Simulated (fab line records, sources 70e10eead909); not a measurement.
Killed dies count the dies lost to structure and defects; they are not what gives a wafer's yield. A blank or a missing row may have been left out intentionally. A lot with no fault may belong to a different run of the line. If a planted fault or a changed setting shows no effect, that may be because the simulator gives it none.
fab line records    flow nandHarc
record lots=6  wafers=18  lastDay=24
route steps=1159 shown A_CONTACT@857 END@1159
lots with no fault: from the same line, run without faults
startH: hours from the record's first day to the start of the lot's first wafer shown    waitH: hours elapsed since this lot's preceding step    " same as the row above    L1.1+2: several wafers, shown together as one row    - no value, or no start was given    * or withheld: withheld    < > ~ a bound
route shown NAME@n: NAME is a module with steps in the file, n the number in the route of the first one    usual: mean/standard deviation taken from wafers without a fault    same: alike in all rows    chamber/n: place in a boat    sites: readings site by site    _std_site: standard deviation of those values    _edge_site: outer sites' mean less inner sites'    radiusMm: for every site, how far away it sits from the centre of the wafer    mask NAME#n: copy n    behind: the tool/chamber that last shaped the wafer    hold: cause of the lot's hold/its duration in hours/its outcome    device: transistor that didn't switch, given as n, p or np    end of line: the same wafers' tests at the end of the route    for a step that has no rows: nothing shown but its recipe    killed: the dies lost at the first sort to structure and to defects; this is not the yield of the wafer    map: a wafer's dies, x killed, . not, _ none there
set.NAME: the setting the step ran with; set.NAME@STEP: the setting that earlier step ran with    model.NAME: the simulator's own value behind a step, which no gauge read
lots seen at some steps along the route; tables by step, rows by wafer
services: the hour from which a tool's chamber was out of use, counted from the record's first day as startH (under 0 if before that day), plus the number of hours and why
## steps
# step NHARC_A_CONTACT_DESCUM_47
# recipe timeS=3  o2FlowSccm=200  arFlowSccm=0  biasPowerW=0  chemistry=O2
# step NHARC_A_CONTACT_ETCH_48
# recipe targetDepthA=390  overEtchFrac=0.3  timeS=65  ionEnergyEv=80  cf4FlowSccm=150  arFlowSccm=0  rfW=300  biasW=100  chemistry=CF4
# step NHARC_A_CONTACT_ETCH_49
# recipe targetDepthA=2600  overEtchFrac=0.3  timeS=475.3  ionEnergyEv=200  n2FlowSccm=150  h2FlowSccm=150  arFlowSccm=0  rfW=400  biasW=150  chemistry=N2/H2
# step NHARC_A_CONTACT_ETCH_50
# recipe targetDepthA=847  timeS=42.4  cf4FlowSccm=100  chf3FlowSccm=30  arFlowSccm=0  rfW=500  biasW=200  chemistry=CF4/CHF3
# step NHARC_A_CONTACT_ETCH_51
# recipe targetDepthA=36000  overEtchFrac=0.3  timeS=936  ionEnergyEv=150  o2FlowSccm=400  cosFlowSccm=20  arFlowSccm=0  rfW=500  biasW=300  chemistry=O2/COS
# usual cosFlowSccm=20.00/0.065  drypumpMotorCurrentA=5.7/0.4  oesProductAu=1.001/0.0099  rfVppV=313.4/1.9  showerheadPlenumPTorr=3.06/0.11  throttleValvePct=28.331/0.0098
# same timeS=936
lot.wafer  tool        chamber  startH  waitH  cosFlowSccm  drypumpMotorCurrentA  oesProductAu  rfHoursCounterH  rfVppV  showerheadPlenumPTorr  throttleValvePct
L727.1     rieDiel-01  2        -       -      20.08        6.0                   0.980         18               315.7   3.19                   28.341
L727.6     "           2        "       "      20.14        6.0                   0.986         -                315.9   3.19                   28.325
L727.5     "           3        "       "      19.98        5.4                   0.987         -                314.0   3.06                   28.338
L728.1     rieDiel-13  1        -       -      20.04        5.4                   0.997         15               312.6   2.99                   28.329
L728.2     "           3        "       "      20.08        6.0                   1.013         15               315.2   3.19                   28.342
L728.5     "           0        "       "      19.98        5.2                   1.003         -                311.9   2.96                   28.325
L733.2     rieDiel-07  0        -       -      20.09        5.8                   0.999         55               316.1   3.31                   28.321
L733.4     "           1        "       "      20.01        5.7                   1.002         57               313.3   3.08                   28.340
L733.5     "           1        "       "      19.96        5.6                   1.002         -                313.7   3.08                   28.343
L741.4     rieDiel-01  2        -       -      19.90        6.0                   1.007         44               315.9   3.18                   28.325
L741.1     "           0        "       "      20.06        6.7                   1.002         47               312.2   2.89                   28.333
L741.5     "           3        "       "      20.02        5.4                   0.990         -                311.7   3.05                   28.331
L740.2     rieDiel-13  1        -       -      20.16        5.5                   0.987         31               312.0   2.98                   28.344
L740.6     "           0        "       "      20.05        5.2                   0.996         -                311.4   2.96                   28.324
L740.5     "           1        "       "      20.03        5.5                   1.001         -                312.8   2.98                   28.336
L746.2     rieDiel-07  0        -       -      20.04        5.8                   1.000         21               316.0   3.30                   28.330
L746.5     "           2        "       "      20.06        6.0                   0.993         -                313.8   3.11                   28.338
L746.6     "           3        "       "      19.98        5.3                   0.985         -                313.4   3.06                   28.327
# step NHARC_A_CONTACT_ETCH_111
# recipe sourceW=withheld  pressureMtorr=20  biasV=withheld  timeS=140  targetDepthA=7000  arFlowSccm=withheld  c4f8FlowSccm=withheld  o2FlowSccm=withheld  chemistry=C4F8/O2/Ar
# step NHARC_A_CONTACT_ETCH_112
# recipe sourceW=withheld  pressureMtorr=20  biasV=3000  timeS=94  targetDepthA=9220  arFlowSccm=withheld  c4f8FlowSccm=withheld  o2FlowSccm=withheld  chemistry=C4F8/O2/Ar
# same timeS=94
lot.wafer  tool           chamber  startH  waitH  rfHoursCounterH
L727.1     harCapEtch-02  0        377.77  0.2    10
L727.5     "              1        "       "      -
L727.6     "              0        "       "      -
L728.2     harCapEtch-03  0        380.38  0.2    79
L728.1     "              1        "       "      79
L728.5     "              0        "       "      -
L733.2     harCapEtch-01  0        403.16  0.2    63
L733.4     "              0        "       "      -
L733.5     "              0        "       "      -
L741.1     harCapEtch-02  1        445.46  0.2    21
L741.4     "              0        "       "      -
L741.5     "              0        "       "      -
L740.2     harCapEtch-02  0        453.72  0.2    23
L740.6     "              0        "       "      -
L740.5     "              1        "       "      -
L746.2     harCapEtch-02  0        479.10  0.2    28
L746.5     "              0        "       "      -
L746.6     "              1        "       "      -
# step NHARC_A_CONTACT_ETCH_113
# recipe sourceW=withheld  pressureMtorr=20  biasV=3000  timeS=94  targetDepthA=9220  arFlowSccm=withheld  c4f8FlowSccm=withheld  o2FlowSccm=withheld  chemistry=C4F8/O2/Ar
# step NHARC_A_CONTACT_ETCH_114
# recipe sourceW=withheld  pressureMtorr=20  biasV=3000  timeS=94  targetDepthA=9220  arFlowSccm=withheld  c4f8FlowSccm=withheld  o2FlowSccm=withheld  chemistry=C4F8/O2/Ar
# step NHARC_A_CONTACT_ETCH_115
# recipe sourceW=withheld  pressureMtorr=20  biasV=3000  timeS=94  targetDepthA=9220  arFlowSccm=withheld  c4f8FlowSccm=withheld  o2FlowSccm=withheld  chemistry=C4F8/O2/Ar
# step NHARC_A_CONTACT_ETCH_116
# recipe sourceW=withheld  pressureMtorr=20  biasV=3000  timeS=94  targetDepthA=9220  arFlowSccm=withheld  c4f8FlowSccm=withheld  o2FlowSccm=withheld  chemistry=C4F8/O2/Ar
# step NHARC_A_CONTACT_ETCH_117
# recipe sourceW=withheld  pressureMtorr=20  biasV=3000  timeS=94  targetDepthA=9220  arFlowSccm=withheld  c4f8FlowSccm=withheld  o2FlowSccm=withheld  chemistry=C4F8/O2/Ar
# step NHARC_A_CONTACT_ETCH_118
# recipe sourceW=withheld  pressureMtorr=20  biasV=3000  timeS=94  targetDepthA=9220  arFlowSccm=withheld  c4f8FlowSccm=withheld  o2FlowSccm=withheld  chemistry=C4F8/O2/Ar
# same timeS=94
lot.wafer  tool           chamber  startH  waitH  rfHoursCounterH
L727.1     harCapEtch-02  0        378.32  0.1    10
L727.5     "              1        "       "      -
L727.6     "              0        "       "      -
L728.2     harCapEtch-03  0        380.93  0.1    80
L728.1     "              1        "       "      80
L728.5     "              0        "       "      -
L733.2     harCapEtch-01  0        403.71  0.1    64
L733.4     "              0        "       "      -
L733.5     "              0        "       "      -
L741.1     harCapEtch-02  1        446.18  0.1    22
L741.4     "              0        "       "      -
L741.5     "              0        "       "      -
L740.2     harCapEtch-02  0        454.26  0.1    23
L740.6     "              0        "       "      -
L740.5     "              1        "       "      -
L746.2     harCapEtch-02  0        479.65  0.1    28
L746.5     "              0        "       "      -
L746.6     "              1        "       "      -
# step NHARC_A_CONTACT_ETCH_119
# recipe sourceW=withheld  pressureMtorr=20  biasV=3000  timeS=94  targetDepthA=9220  arFlowSccm=withheld  c4f8FlowSccm=withheld  o2FlowSccm=withheld  chemistry=C4F8/O2/Ar
# step NHARC_A_CONTACT_ETCH_120
# recipe sourceW=withheld  pressureMtorr=20  biasV=3000  timeS=94  targetDepthA=9220  arFlowSccm=withheld  c4f8FlowSccm=withheld  o2FlowSccm=withheld  chemistry=C4F8/O2/Ar
# step NHARC_A_CONTACT_ETCH_121
# recipe sourceW=withheld  pressureMtorr=20  biasV=3000  timeS=94  targetDepthA=9220  arFlowSccm=withheld  c4f8FlowSccm=withheld  o2FlowSccm=withheld  chemistry=C4F8/O2/Ar
# same timeS=94
lot.wafer  tool           chamber  startH  waitH  rfHoursCounterH
L727.1     harCapEtch-02  0        378.60  0.1    10
L727.5     "              1        "       "      -
L727.6     "              0        "       "      -
L728.2     harCapEtch-03  0        381.20  0.1    80
L728.1     "              1        "       "      80
L728.5     "              0        "       "      -
L733.2     harCapEtch-01  0        403.98  0.1    64
L733.4     "              0        "       "      -
L733.5     "              0        "       "      -
L741.1     harCapEtch-02  1        446.55  0.1    22
L741.4     "              0        "       "      -
L741.5     "              0        "       "      -
L740.2     harCapEtch-02  0        454.53  0.1    24
L740.6     "              0        "       "      -
L740.5     "              1        "       "      -
L746.2     harCapEtch-02  0        479.93  0.1    28
L746.5     "              0        "       "      -
L746.6     "              1        "       "      -
# step NHARC_A_CONTACT_ETCH_122
# recipe sourceW=withheld  pressureMtorr=20  biasV=3000  timeS=95  targetDepthA=9300  arFlowSccm=withheld  c4f8FlowSccm=withheld  o2FlowSccm=withheld  chemistry=C4F8/O2/Ar
# step NHARC_A_CONTACT_ETCH_123
# recipe sourceW=withheld  pressureMtorr=20  biasV=400  timeS=253  targetDepthA=10900  arFlowSccm=withheld  c4f8FlowSccm=11.5  o2FlowSccm=7.2  chemistry=C4F8/O2/Ar
# same timeS=253
lot.wafer  tool           chamber  startH  waitH  rfHoursCounterH
L727.1     harCapEtch-02  0        378.82  0.1    11
L727.5     "              1        "       "      -
L727.6     "              0        "       "      -
L728.2     harCapEtch-03  0        381.39  0.1    80
L728.1     "              1        "       "      80
L728.5     "              0        "       "      -
L733.2     harCapEtch-01  0        404.16  0.1    64
L733.4     "              0        "       "      -
L733.5     "              0        "       "      -
L741.1     harCapEtch-02  1        446.79  0.1    22
L741.4     "              0        "       "      -
L741.5     "              0        "       "      -
L740.2     harCapEtch-02  0        454.72  0.1    24
L740.6     "              0        "       "      -
L740.5     "              1        "       "      -
L746.2     harCapEtch-02  0        480.11  0.1    28
L746.5     "              0        "       "      -
L746.6     "              1        "       "      -
# step NHARC_A_CONTACT_ETCH_90
# recipe targetDepthA=400  overEtchFrac=0.5  timeS=85.7  ionEnergyEv=120  ch3fFlowSccm=50  o2FlowSccm=30  arFlowSccm=200  rfW=500  biasW=100  chemistry=CH3F/O2
# step NHARC_A_CONTACT_ETCH_96
# recipe targetDepthA=200  overEtchFrac=0.5  timeS=10  ionEnergyEv=250  c4f6FlowSccm=25  o2FlowSccm=20  arFlowSccm=500  rfW=600  biasW=500  chemistry=C4F6/O2
# step NHARC_A_CONTACT_CD_MEAS_53
# usual cdNm=189.8/0.65
lot.wafer  tool      chamber  startH  waitH  cdNm
L727.1     cdSem-02  -        379.58  -      190.1
L727.5     "         -        "       "      189.3
L727.6     "         -        "       "      189.9
L728.1     cdSem-02  -        382.21  -      190.6
L728.2     "         -        "       "      189.8
L728.5     "         -        "       "      189.2
L733.2     cdSem-03  -        405.03  -      190.2
L733.4     "         -        "       "      190.0
L733.5     "         -        "       "      189.6
L741.1     cdSem-02  -        447.72  -      189.6
L741.4     "         -        "       "      190.2
L741.5     "         -        "       "      190.0
L740.2     cdSem-03  -        455.98  -      190.4
L740.5     "         -        "       "      189.9
L740.6     "         -        "       "      190.5
L746.2     cdSem-02  -        480.96  -      189.6
L746.5     "         -        "       "      189.4
L746.6     "         -        "       "      189.7
# step NHARC_A_CONTACT_STRIP_99
# recipe n2FlowSccm=150  h2FlowSccm=150  arFlowSccm=0  biasW=0  chemistry=N2/H2
# step NHARC_A_CONTACT_STRIP_100
# recipe cf4FlowSccm=100  chf3FlowSccm=30  arFlowSccm=0  biasW=0  chemistry=CF4/CHF3
# step NHARC_A_CONTACT_STRIP_101
# recipe o2FlowSccm=400  cosFlowSccm=20  arFlowSccm=0  biasW=0  chemistry=O2/COS
# step NHARC_A_CONTACT_ETCH_102
# recipe targetDepthA=700  overetchA=70  timeS=38.5  ionEnergyEv=100  cf4FlowSccm=80  o2FlowSccm=20  arFlowSccm=0  rfW=300  biasW=100  chemistry=CF4/O2
# usual drypumpMotorCurrentA=5.6/0.38  oes_ar_750_au=1.000/0.0044  oesProductAu=1.000/0.0091  rfVppV=197.1/1.2  showerheadPlenumPTorr=1.30/0.047  throttleValvePct=13.398/0.01
# same timeS=38.5
lot.wafer  tool        chamber  startH  waitH  drypumpMotorCurrentA  oes_ar_750_au  oesProductAu  rfHoursCounterH  rfVppV  showerheadPlenumPTorr  throttleValvePct
L727.1     rieDiel-07  0        379.88  0.1    5.8                   0.993          1.009         47               199.6   1.42                   13.393
L727.5     "           3        "       "      5.3                   0.995          1.000         -                196.2   1.31                   13.397
L727.6     "           0        "       "      5.8                   0.995          1.011         -                199.1   1.42                   13.421
L728.2     rieDiel-13  0        382.50  0.1    5.1                   0.998          0.997         16               196.5   1.26                   13.394
L728.1     "           1        "       "      5.5                   1.010          0.994         16               196.4   1.28                   13.400
L728.5     "           3        "       "      6.0                   0.995          1.012         -                197.7   1.37                   13.401
L733.2     rieDiel-13  1        405.35  0.1    5.4                   0.999          0.979         20               195.1   1.27                   13.395
L733.4     "           3        "       "      6.0                   0.996          1.016         -                198.4   1.37                   13.397
L733.5     "           0        "       "      5.2                   0.999          0.999         -                196.4   1.26                   13.415
L741.1     rieDiel-07  3        448.08  0.1    5.3                   1.005          1.000         7                197.6   1.31                   13.384
L741.4     "           0        "       "      5.8                   0.998          0.997         7                199.9   1.42                   13.414
L741.5     "           2        "       "      5.9                   0.999          1.005         -                195.7   1.33                   13.415
L740.2     rieDiel-07  1        456.59  0.1    5.6                   1.008          0.987         11               197.7   1.31                   13.383
L740.6     "           2        "       "      5.9                   1.006          1.002         -                198.9   1.33                   13.379
L740.5     "           3        "       "      5.2                   1.004          0.989         -                197.6   1.31                   13.400
L746.2     rieDiel-13  3        481.26  0.1    6.0                   1.004          1.006         3                199.5   1.36                   13.394
L746.5     "           0        "       "      5.2                   0.998          1.002         -                198.0   1.26                   13.375
L746.6     "           1        "       "      5.4                   1.000          0.994         -                193.7   1.27                   13.417
# step NHARC_A_CONTACT_STRIP_55
# recipe o2FlowSccm=500  arFlowSccm=0  biasW=0  chemistry=O2
# step NHARC_A_CONTACT_STRIP_56
# recipe timeS=600  tempC=30  chemistry=postEtchResidueRemover
# step NHARC_A_CONTACT_DEP_57
# recipe targetThkA=28000  tempC=400  material=aC
# step NHARC_A_CONTACT_DEP_58
# recipe targetThkA=600  targetThkNm=60  tempC=400  pressureTorr=3.5  flowSccm=200  rfW=350  material=SiON
# step NHARC_A_CONTACT_DEHYDRATE_59
# recipe tempC=150  timeS=120
# step NHARC_A_CONTACT_HMDS_60
# recipe timeS=30
# step NHARC_A_CONTACT_COAT_61
# recipe tempC=260  timeS=75
# step NHARC_A_CONTACT_COAT_62
# recipe tempC=225  timeS=65
# step NHARC_A_CONTACT_COAT_63
# recipe spinRpm=1500  resistThkNm=90
# step NHARC_A_CONTACT_SOFTBAKE_64
# recipe tempC=105  timeS=55
# step NHARC_A_CONTACT_EBR_65
# step NHARC_A_CONTACT_EXPOSE_66
# recipe na=1.35  sigmaOuter=0.8  doseMj=59.02  maskId=A_CC_2
# step NHARC_A_CONTACT_PEB_67
# recipe pebTempC=100  pebTimeS=65
# step NHARC_A_CONTACT_DEVELOP_68
# recipe developTimeS=35  devTempC=23
# step NHARC_A_CONTACT_CD_MEAS_69
# recipe targetCdNm=200  landingEnergyEv=500
# usual cdNm=199.7/0.52
lot.wafer  tool      chamber  startH  waitH  cdNm
L727.1     cdSem-01  0        382.99  -      200.0
L727.5     "         0        "       "      200.7
L727.6     "         0        "       "      199.2
L728.1     cdSem-02  0        386.41  -      199.3
L728.2     "         0        "       "      198.8
L728.5     "         0        "       "      199.4
L733.2     cdSem-01  0        410.07  -      199.9
L733.4     "         0        "       "      200.0
L733.5     "         0        "       "      199.5
L741.1     cdSem-02  0        452.96  -      200.0
L741.4     "         0        "       "      200.6
L741.5     "         0        "       "      200.3
L740.2     cdSem-03  0        461.03  -      199.3
L740.5     "         0        "       "      199.1
L740.6     "         0        "       "      199.2
L746.2     cdSem-03  0        490.56  -      199.2
L746.5     "         0        "       "      198.1
L746.6     "         0        "       "      199.6
# step NHARC_A_CONTACT_OVL_MEAS_70
# usual overlayXNm=-0.1/0.88  overlayYNm=-0.2/0.71
lot.wafer  tool        chamber  startH  waitH  overlayXNm  overlayYNm
L727.1     overlay-01  -        383.08  -      0.5         -1.1
L727.5     "           -        "       "      0.6         -1.3
L727.6     "           -        "       "      0.2         -0.9
L728.1     overlay-01  -        386.50  -      0.4         -1.0
L728.2     "           -        "       "      0.2         -1.5
L728.5     "           -        "       "      0.2         -0.5
L733.2     overlay-02  -        410.16  -      -0.8        -0.6
L733.4     "           -        "       "      -0.5        -1.1
L733.5     "           -        "       "      -0.6        -0.7
L741.1     overlay-01  -        453.05  -      1.4         0.5
L741.4     "           -        "       "      1.1         0.4
L741.5     "           -        "       "      1.3         1.2
L740.2     overlay-02  -        461.12  -      1.2         -0.6
L740.5     "           -        "       "      1.0         -0.5
L740.6     "           -        "       "      1.3         0.1
L746.2     overlay-01  -        490.65  -      1.6         -0.6
L746.5     "           -        "       "      0.9         -0.2
L746.6     "           -        "       "      1.4         -0.1
# step NHARC_END_SORT_01
# recipe tempC=25
# usual killedAtArray=29/10  killedAtOther=0.7/1.1  killedAtPeriphery=3.2/2.2  killedDies=33/11  killedOpen=3.5/1.8  killedShort=2.0/1.4
# same grossDies=677
lot.wafer  tool       chamber  startH  waitH  killedAtArray  killedAtOther  killedAtPeriphery  killedDies  killedOpen  killedShort
L740.2     prober-02  0        535.11  2.8    112            1              0                  113         1           2
L740.5     prober-02  0        537.51  3.7    61             0              3                  64          3           2
L740.6     prober-02  0        538.31  4.0    117            0              2                  119         2           3
L746.2     prober-02  0        567.29  2.8    124            0              6                  130         4           1
L746.5     prober-02  0        569.66  3.7    132            0              2                  134         3           2
L746.6     prober-02  0        570.45  4.0    74             1              0                  75          2           0
# killed by level:class
L740.2 A_CONTACT:unspecified=93 A_CHANNEL_HOLE_D1:chamberFilmFlake=5 A_CONTACT:chamberFilmFlake=5 A_BONDPAD:chamberFilmFlake=5 A_WL_FILL:geometricParticle:short=2 A_M0:geometricParticle:open=1 A_SGD_CUT:chamberFilmFlake=1 HYBRID_BOND:latent=1
L740.5 A_CONTACT:unspecified=49 A_CONTACT:chamberFilmFlake=4 A_CONTACT:geometricParticle:open=2 A_STAIRCASE:chamberFilmFlake=2 A_BONDPAD:chamberFilmFlake=2 P_GATE:geometricParticle:short=1 P_CONTACT:geometricParticle:short=1 A_WL_FILL:geometricParticle:open=1
L740.6 A_CONTACT:unspecified=101 A_CONTACT:chamberFilmFlake=5 A_CHANNEL_HOLE_D1:chamberFilmFlake=4 A_WL_FILL:geometricParticle:short=3 A_BONDPAD:chamberFilmFlake=3 P_STI:geometricParticle:open=1 P_CONTACT:geometricParticle:open=1 A_STAIRCASE:chamberFilmFlake=1
L746.2 A_CONTACT:unspecified=98 A_SLIT:chamberFilmFlake=13 A_CHANNEL_HOLE_D1:chamberFilmFlake=9 P_CONTACT:geometricParticle:open=1 P_M0:geometricParticle:short=1 P_M1:geometricParticle:open=1 A_ONON_D1:geometricParticle:open=1 A_CONTACT:geometricParticle:open=1
L746.5 A_CONTACT:unspecified=97 A_SLIT:chamberFilmFlake=13 A_CHANNEL_HOLE_D1:chamberFilmFlake=12 A_ZERO_WELL:chamberFilmFlake=4 P_M0:geometricParticle:open=1 A_ONON_D1:geometricParticle:short=1 A_CONTACT:geometricParticle:short=1 A_CONTACT:geometricParticle:open=1
L746.6 A_CONTACT:unspecified=51 A_SLIT:chamberFilmFlake=9 A_CHANNEL_HOLE_D1:chamberFilmFlake=8 A_CONTACT:chamberFilmFlake=2 A_WL_FILL:geometricParticle:open=1 A_BLC:geometricParticle:open=1 A_ZERO_WELL:chamberFilmFlake=1 A_STAIRCASE:chamberFilmFlake=1
# map L740.6 (x killed, . not)
____________.____________
_________......._________
_______x.........._______
______.............______
_____..............._____
____.................____
____....x............____
___...........x.......___
___...................___
__.....................__
__.....................__
_..................x..x._
_......................._
_.......x..............._
_......................._
_.............x..x......_
.........................
...x...........xx........
.x..x...x................
..........x..............
......x.x.....x..........
_.....x..x.............._
_...xxxxxx.x............_
_....xxxxxx...x........._
_...xxxxxxx.x..........._
_.x.xxxxxxxxx..........._
__.xxxxxxxxxxx.........__
__..xxxxxxxxx..........__
___.xxxxxxxx..........___
___.xxxxxxxxx.........___
____xxxxxxxx.........____
____xxxxxxx..........____
_____xxxxxxxx......._____
______xxxxx........______
_______xx........._______
_________......._________
____________.____________
# map L746.5 (x killed, . not)
____________.____________
_________.x....._________
_______..........._______
______.............______
_____..............._____
____...x.............____
____..........x......____
___...................___
___...................___
__.....................__
__.........x...........__
_.................x....._
_..........x............_
_....x...............x.._
_......................._
_.....x................._
.........................
......xx.....x...........
.............x.x.........
.......x.......x.........
......x....x.............
_....x.xx.x..x.xx......._
_....xxxxxxxxxxx........_
_..xxxxxxxxxx.xx........_
_....xxxxxxx.x.........._
_...xxxxxxxxx..........._
__..xxxxxxxxxx..x......__
__.xxxxxxxxx...x.......__
___.xxxxxxxxx.x.......___
___xxxxxxxxx..........___
____xxxxxxxx...x.....____
____xxxxxxxx..x...x..____
_____xxxxx.........._____
______xx.xx........______
_______..x........_______
_________......._________
____________.____________
## services
tool           chamber  startH  hours  kind
rieDiel-13     0        358.64  -      clean
rieDiel-13     1        358.64  -      clean
rieDiel-13     2        358.64  -      clean
rieDiel-13     3        358.64  -      clean
rieDiel-07     0        360.24  -      clean
rieDiel-07     1        360.24  -      clean
rieDiel-07     2        360.24  -      clean
rieDiel-07     3        360.24  -      clean
rieDiel-13     0        383.23  -      clean
rieDiel-13     1        383.23  -      clean
rieDiel-13     2        383.23  -      clean
rieDiel-13     3        383.23  -      clean
rieDiel-07     0        384.74  -      clean
rieDiel-07     1        384.74  -      clean
rieDiel-07     2        384.74  -      clean
rieDiel-07     3        384.74  -      clean
rieDiel-01     1        385.95  10.3   repair
rieDiel-13     2        401.11  8.7    repair
rieDiel-07     -        405.57  9.0    pm
rieDiel-07     0        405.57  9.0    ventCycle
rieDiel-07     1        405.57  9.0    ventCycle
harCapEtch-03  -        429.71  0.7    repair
rieDiel-13     -        453.26  9.0    pm
harCapEtch-02  -        472.27  0.2    repair
## key
firstSign step=NHARC_END_SORT_01  reading=killedAtArray  direction=up  sigmas=7.3  usual=29  struck=103
effect step=NHARC_END_SORT_01  reading=killedDies  direction=up  sigmas=6.9  usual=33  struck=106
moreKillsBornAt NHARC_A_CONTACT_ETCH_118@harCapEtch-02=489
metAt NHARC_A_CONTACT_ETCH_118
struckWafers L740.2,L740.5,L740.6,L746.2,L746.5,L746.6
testerLeftOut L740,L746
onsetBetween 446.18 454.26
alsoFits time
fault kind=chamberParticleSource  tool=harCapEtch-02  chamber=-  onsetH=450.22  steps=NHARC_A_CONTACT_ETCH_118  ratePerVisitCm2=1.3911  endH=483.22
# testerLeftOut: of these lots the tester's yield and bins aren't shown, on N5 and GAA mostly nor the transistor test; their killed dies are dies lost to structure and defects alone, not to doping, threshold or leakage, so they don't give the yield
